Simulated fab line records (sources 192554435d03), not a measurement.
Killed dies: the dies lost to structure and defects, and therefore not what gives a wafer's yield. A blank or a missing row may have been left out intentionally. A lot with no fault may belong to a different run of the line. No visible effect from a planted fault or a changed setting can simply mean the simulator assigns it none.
Lot-split experiment :: flow n5_finfet :: on a route of 1938 steps: 7 lots, 39 wafers read

## ABOUT THE SPLIT
At N5_BEOL_M11_DESCUM_16 (chemistry O2, time 7.9 s), the setting time_s was moved away from the recipe's 7.9 s on 12 of the 39 wafers read, by -33.8% to -15.1%. All remaining wafers had this setting at the recipe value.

The reading is taken at the split's own step.

## THE READING
CAR-ArF_of_BEOL_M11_COAT_05.thk_nm (the simulator's own value, which no gauge read), in nm, at N5_BEOL_M11_DESCUM_16 (chemistry O2, time 7.9 s). There is no usual value for it anywhere in the file. The 27 wafers here that ran the recipe average 83.6 nm, standard deviation 0.22 nm.

wafer: L074.1
tool, chamber at the split: rie_diel-06, 0,3
time_s as run, s: 7.9
against the recipe: recipe
CAR-ArF_of_BEOL_M11_COAT_05.thk_nm, nm: 83.4
against lot-mates on the recipe: -

wafer: L074.4
tool, chamber at the split: rie_diel-06, 0,3
time_s as run, s: 7.9
against the recipe: recipe
CAR-ArF_of_BEOL_M11_COAT_05.thk_nm, nm: 83.4
against lot-mates on the recipe: -

wafer: L074.2
tool, chamber at the split: rie_diel-06, 1
time_s as run, s: 6.711
against the recipe: -15.1%
CAR-ArF_of_BEOL_M11_COAT_05.thk_nm, nm: 84.2
against lot-mates on the recipe: +0.9

wafer: L074.3
tool, chamber at the split: rie_diel-06, 3,1
time_s as run, s: 6.711
against the recipe: -15.1%
CAR-ArF_of_BEOL_M11_COAT_05.thk_nm, nm: 84
against lot-mates on the recipe: +0.7

wafer: L074.6
tool, chamber at the split: rie_diel-06, 3,1
time_s as run, s: 6.711
against the recipe: -15.1%
CAR-ArF_of_BEOL_M11_COAT_05.thk_nm, nm: 84
against lot-mates on the recipe: +0.7

wafer: L074.5
tool, chamber at the split: rie_diel-06, 0
time_s as run, s: 7.9
against the recipe: recipe
CAR-ArF_of_BEOL_M11_COAT_05.thk_nm, nm: 83.2
against lot-mates on the recipe: -

wafer: L075.1
tool, chamber at the split: rie_diel-06, 3,0,1,2
time_s as run, s: 7.9
against the recipe: recipe
CAR-ArF_of_BEOL_M11_COAT_05.thk_nm, nm: 83.8
against lot-mates on the recipe: -

wafer: L075.2
tool, chamber at the split: rie_diel-06, 3,0,1,2
time_s as run, s: 7.9
against the recipe: recipe
CAR-ArF_of_BEOL_M11_COAT_05.thk_nm, nm: 83.8
against lot-mates on the recipe: -

wafer: L075.3
tool, chamber at the split: rie_diel-06, 3,0,1,2
time_s as run, s: 7.9
against the recipe: recipe
CAR-ArF_of_BEOL_M11_COAT_05.thk_nm, nm: 83.8
against lot-mates on the recipe: -

wafer: L075.4
tool, chamber at the split: rie_diel-06, 3,0,1,2
time_s as run, s: 7.9
against the recipe: recipe
CAR-ArF_of_BEOL_M11_COAT_05.thk_nm, nm: 83.8
against lot-mates on the recipe: -

wafer: L075.5
tool, chamber at the split: rie_diel-06, 0
time_s as run, s: 7.9
against the recipe: recipe
CAR-ArF_of_BEOL_M11_COAT_05.thk_nm, nm: 84
against lot-mates on the recipe: -

wafer: L075.6
tool, chamber at the split: rie_diel-06, 1
time_s as run, s: 7.9
against the recipe: recipe
CAR-ArF_of_BEOL_M11_COAT_05.thk_nm, nm: 83.6
against lot-mates on the recipe: -

wafer: L083.1
tool, chamber at the split: rie_diel-02, 0,2,3
time_s as run, s: 5.817
against the recipe: -26.4%
CAR-ArF_of_BEOL_M11_COAT_05.thk_nm, nm: 85.2
against lot-mates on the recipe: +1.4

wafer: L083.2
tool, chamber at the split: rie_diel-02, 0,2,3
time_s as run, s: 5.817
against the recipe: -26.4%
CAR-ArF_of_BEOL_M11_COAT_05.thk_nm, nm: 85.2
against lot-mates on the recipe: +1.4

wafer: L083.6
tool, chamber at the split: rie_diel-02, 0,2,3
time_s as run, s: 5.817
against the recipe: -26.4%
CAR-ArF_of_BEOL_M11_COAT_05.thk_nm, nm: 85.2
against lot-mates on the recipe: +1.4

wafer: L083.3
tool, chamber at the split: rie_diel-02, 3,1,0
time_s as run, s: 7.9
against the recipe: recipe
CAR-ArF_of_BEOL_M11_COAT_05.thk_nm, nm: 83.8
against lot-mates on the recipe: -

wafer: L083.4
tool, chamber at the split: rie_diel-02, 3,1,0
time_s as run, s: 7.9
against the recipe: recipe
CAR-ArF_of_BEOL_M11_COAT_05.thk_nm, nm: 83.8
against lot-mates on the recipe: -

wafer: L083.5
tool, chamber at the split: rie_diel-02, 3,1,0
time_s as run, s: 7.9
against the recipe: recipe
CAR-ArF_of_BEOL_M11_COAT_05.thk_nm, nm: 83.8
against lot-mates on the recipe: -

wafer: L086.1
tool, chamber at the split: rie_diel-06, 0,1
time_s as run, s: 5.228
against the recipe: -33.8%
CAR-ArF_of_BEOL_M11_COAT_05.thk_nm, nm: 85
against lot-mates on the recipe: +1.3

wafer: L086.3
tool, chamber at the split: rie_diel-06, 0,1
time_s as run, s: 5.228
against the recipe: -33.8%
CAR-ArF_of_BEOL_M11_COAT_05.thk_nm, nm: 85
against lot-mates on the recipe: +1.3

wafer: L086.2
tool, chamber at the split: rie_diel-06, 3
time_s as run, s: 7.9
against the recipe: recipe
CAR-ArF_of_BEOL_M11_COAT_05.thk_nm, nm: 83.8
against lot-mates on the recipe: -

wafer: L086.4
tool, chamber at the split: rie_diel-06, 2
time_s as run, s: 5.228
against the recipe: -33.8%
CAR-ArF_of_BEOL_M11_COAT_05.thk_nm, nm: 85.2
against lot-mates on the recipe: +1.5

wafer: L086.5
tool, chamber at the split: rie_diel-06, 3,0
time_s as run, s: 7.9
against the recipe: recipe
CAR-ArF_of_BEOL_M11_COAT_05.thk_nm, nm: 83.6
against lot-mates on the recipe: -

wafer: L086.6
tool, chamber at the split: rie_diel-06, 3,0
time_s as run, s: 7.9
against the recipe: recipe
CAR-ArF_of_BEOL_M11_COAT_05.thk_nm, nm: 83.6
against lot-mates on the recipe: -

wafer: L094.1
tool, chamber at the split: rie_diel-06, 0,2,1
time_s as run, s: 7.9
against the recipe: recipe
CAR-ArF_of_BEOL_M11_COAT_05.thk_nm, nm: 83.4
against lot-mates on the recipe: -

wafer: L094.2
tool, chamber at the split: rie_diel-06, 0,2,1
time_s as run, s: 7.9
against the recipe: recipe
CAR-ArF_of_BEOL_M11_COAT_05.thk_nm, nm: 83.4
against lot-mates on the recipe: -

wafer: L094.4
tool, chamber at the split: rie_diel-06, 0,2,1
time_s as run, s: 7.9
against the recipe: recipe
CAR-ArF_of_BEOL_M11_COAT_05.thk_nm, nm: 83.4
against lot-mates on the recipe: -

wafer: L092.1
tool, chamber at the split: rie_diel-06, 3,1,1
time_s as run, s: 7.9
against the recipe: recipe
CAR-ArF_of_BEOL_M11_COAT_05.thk_nm, nm: 83.4
against lot-mates on the recipe: -

wafer: L092.3
tool, chamber at the split: rie_diel-06, 3,1,1
time_s as run, s: 7.9
against the recipe: recipe
CAR-ArF_of_BEOL_M11_COAT_05.thk_nm, nm: 83.4
against lot-mates on the recipe: -

wafer: L092.5
tool, chamber at the split: rie_diel-06, 3,1,1
time_s as run, s: 7.9
against the recipe: recipe
CAR-ArF_of_BEOL_M11_COAT_05.thk_nm, nm: 83.4
against lot-mates on the recipe: -

wafer: L092.2
tool, chamber at the split: rie_diel-06, 2,3
time_s as run, s: 7.9
against the recipe: recipe
CAR-ArF_of_BEOL_M11_COAT_05.thk_nm, nm: 83.2
against lot-mates on the recipe: -

wafer: L092.4
tool, chamber at the split: rie_diel-06, 2,3
time_s as run, s: 7.9
against the recipe: recipe
CAR-ArF_of_BEOL_M11_COAT_05.thk_nm, nm: 83.2
against lot-mates on the recipe: -

wafer: L092.6
tool, chamber at the split: rie_diel-06, 2
time_s as run, s: 7.9
against the recipe: recipe
CAR-ArF_of_BEOL_M11_COAT_05.thk_nm, nm: 83.6
against lot-mates on the recipe: -

wafer: L096.1
tool, chamber at the split: rie_diel-05, 1
time_s as run, s: 7.9
against the recipe: recipe
CAR-ArF_of_BEOL_M11_COAT_05.thk_nm, nm: 83.8
against lot-mates on the recipe: -

wafer: L096.6
tool, chamber at the split: rie_diel-05, 1
time_s as run, s: 7.9
against the recipe: recipe
CAR-ArF_of_BEOL_M11_COAT_05.thk_nm, nm: 83.8
against lot-mates on the recipe: -

wafer: L096.2
tool, chamber at the split: rie_diel-05, 0
time_s as run, s: 5.498
against the recipe: -30.4%
CAR-ArF_of_BEOL_M11_COAT_05.thk_nm, nm: 84.8
against lot-mates on the recipe: +1.1

wafer: L096.3
tool, chamber at the split: rie_diel-05, 3
time_s as run, s: 5.498
against the recipe: -30.4%
CAR-ArF_of_BEOL_M11_COAT_05.thk_nm, nm: 85.6
against lot-mates on the recipe: +1.9

wafer: L096.4
tool, chamber at the split: rie_diel-05, 0
time_s as run, s: 7.9
against the recipe: recipe
CAR-ArF_of_BEOL_M11_COAT_05.thk_nm, nm: 83.6
against lot-mates on the recipe: -

wafer: L096.5
tool, chamber at the split: rie_diel-05, 3
time_s as run, s: 5.498
against the recipe: -30.4%
CAR-ArF_of_BEOL_M11_COAT_05.thk_nm, nm: 85
against lot-mates on the recipe: +1.3
Rows listing several chambers each stand for several wafers; the file does not say which wafer went through which chamber.

FIT RESULTS
A straight line over all 39 wafers: CAR-ArF_of_BEOL_M11_COAT_05.thk_nm changes by -0.0494 nm for each +1% of time_s; r = -0.93; the points scatter about the line by 0.25 nm.
The same after taking each lot's own level away (the mean of its wafers on the recipe; 39 wafers): -0.0459 nm for each +1%; r = -0.97; scatter 0.15 nm.
According to that fit, moving time_s by its largest amount changes the reading by 1.6 nm.
Across the lots, their own levels run from 83.33 to 83.80 nm, a range of 2.1 times the standard deviation given above.
Consequently the slope shifts little with the lot-to-lot level, the two slopes agreeing.
Check: with one of the wafers moved furthest among these (-33.8%) left out of the fit, the line predicts +1.59 nm for it against its lot-mates. It came out at +1.33 nm against them.

## FURTHER SPLITS ON THESE WAFERS
Before the reading, these wafers also passed through other splits. Each is held against what the fit with the lots' levels taken away leaves over:
other split on the same wafers: N5_FIN_SAQP_PECVD_06 time_s
wafers away from the commonest value: 12
r with CAR-ArF_of_BEOL_M11_COAT_05.thk_nm (lot level and that fit taken away): -0.11

other split on the same wafers: N5_BEOL_M4_VIA_ETCH_34 target_depth_a
wafers away from the commonest value: 15
r with CAR-ArF_of_BEOL_M11_COAT_05.thk_nm (lot level and that fit taken away): +0.20

other split on the same wafers: N5_BEOL_M6_ETCH_62 time_s
wafers away from the commonest value: 15
r with CAR-ArF_of_BEOL_M11_COAT_05.thk_nm (lot level and that fit taken away): -0.18

other split on the same wafers: N5_BEOL_M8_DESCUM_16 time_s
wafers away from the commonest value: 15
r with CAR-ArF_of_BEOL_M11_COAT_05.thk_nm (lot level and that fit taken away): -0.16

## THE FILE'S OWN FIT
CAR-ArF_of_BEOL_M11_COAT_05.thk_nm changes by -0.0461 nm for each +1% of time_s, r = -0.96.
